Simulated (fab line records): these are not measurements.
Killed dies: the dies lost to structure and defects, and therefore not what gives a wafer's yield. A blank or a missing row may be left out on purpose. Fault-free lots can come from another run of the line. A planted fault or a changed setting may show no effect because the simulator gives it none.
A struck lot beside a sound one | flow nand-harc | 11 steps out of a route of 1302
Sound: these wafers, L976.3, L976.4, L976.6. Struck: wafers L986.2, L986.5 (left out: L986.6, a lot-mate that was not struck); the cause follows at the end.
For every step that has rows: the tool of each side, followed by ch and its chambers, followed by its first start. Under that, the readings that differ: sound wafers | struck wafers | difference of the means | sigmas: that difference in standard deviations of wafers without a fault.
alike: readings with means less than 2 such deviations apart, plus words and numbers identical on both sides. not compared: withheld readings, readings lacking a value on some wafer, bounds such as >300 that could conceal the same value, and numbers that have no deviation in the record and whose values overlap.
The two part at a step that has a row with sigmas, a row that says differs or no value, or rows on one side only. Numbers that have no deviation but don't overlap get no sigmas and don't part them. A reading that every wafer of one side lacks parts them only if that side has two wafers or more.

first, 1 step without rows for these wafers: NHARC_A_WL_FILL_CVD_23 (deposits poly-Si, target thk 40 nm, time 800 s).
NHARC_A_WL_FILL_ETCHBACK_26: etches the open film in HBr, target depth 52 nm, time 13.3 s.
  sound on rie-si-05 ch 0,3, day 23 02:05; struck on rie-si-03 ch 0,1, day 26 21:39
  alike: drypump-motor-current-A, he-backside-leak-sccm, oes-product-au, rf-fwd-power-W, throttle-valve-pct
  not compared: rf-hours-counter-h
then, 2 steps without rows for these wafers: NHARC_A_WL_FILL_PRECLEAN_30 (cleans in dHF, time 10 s); NHARC_A_WL_FILL_SRD_14.
NHARC_A_WL_FILL_ALD_19: deposits TiN, target thk 2 nm, pulse time 3 s, ald cycles 100.
  sound on ald-metal-04 ch 0,1,2, day 23 02:20; struck on ald-metal-04 ch 0,2, day 26 21:58
  alike: heater-power-w, precursor-pulse-height-rel, susceptor-temp-C
NHARC_A_WL_FILL_CVD_20: deposits W, target thk 100 nm, time 74 s.
  sound: cvd-w-02 ch 0,1; struck: cvd-w-01 ch 1
  reading            | sound       | struck  | difference | sigmas
  heater-power-w (W) | 908 889 886 | 706 707 | -188       | -3
  alike: mfc-h2-sccm, susceptor-temp-C, throttle-valve-pct
NHARC_A_WL_FILL_CMP_12: polishes, t overpolish 30 s, target thk 100 nm.
  sound on cmp-01 ch 2,3, day 23 02:50; struck on cmp-02 ch 0,3, day 26 22:22
  alike: motor-current-A, overpolish-run-s, time-to-endpoint-s
after that, 1 step had no rows for these wafers: NHARC_A_WL_FILL_SRD_31.
NHARC_A_WL_FILL_INSPECT_15:
  sound: defect-inspect-02 at day 23 03:20; struck: defect-inspect-02 at day 26 22:45
  alike: raw-defect-count
NHARC_A_CONTACT_DEP_24: deposits SiO2, target thk 500 nm.
  sound on pecvd-04 ch 0,1, day 23 03:28; struck on pecvd-01 ch 1, day 26 22:53
  reading                   | sound             | struck      | difference | sigmas
  mfc-precursor-sccm (sccm) | 161.8 161.2 161.9 | 176.0 175.8 | +14.3      | +25
  alike: heater-power-w, rf-fwd-power-W, susceptor-temp-C, throttle-valve-pct
NHARC_END_SORT_01:
  the record has rows for the sound wafers here (prober-01 ch 0, day 26 20:50) and none for the struck ones

## WHERE THEY PART
Earliest at NHARC_A_WL_FILL_CVD_20; latest, in this record, at NHARC_END_SORT_01.

WHY: what had been put in by the simulator
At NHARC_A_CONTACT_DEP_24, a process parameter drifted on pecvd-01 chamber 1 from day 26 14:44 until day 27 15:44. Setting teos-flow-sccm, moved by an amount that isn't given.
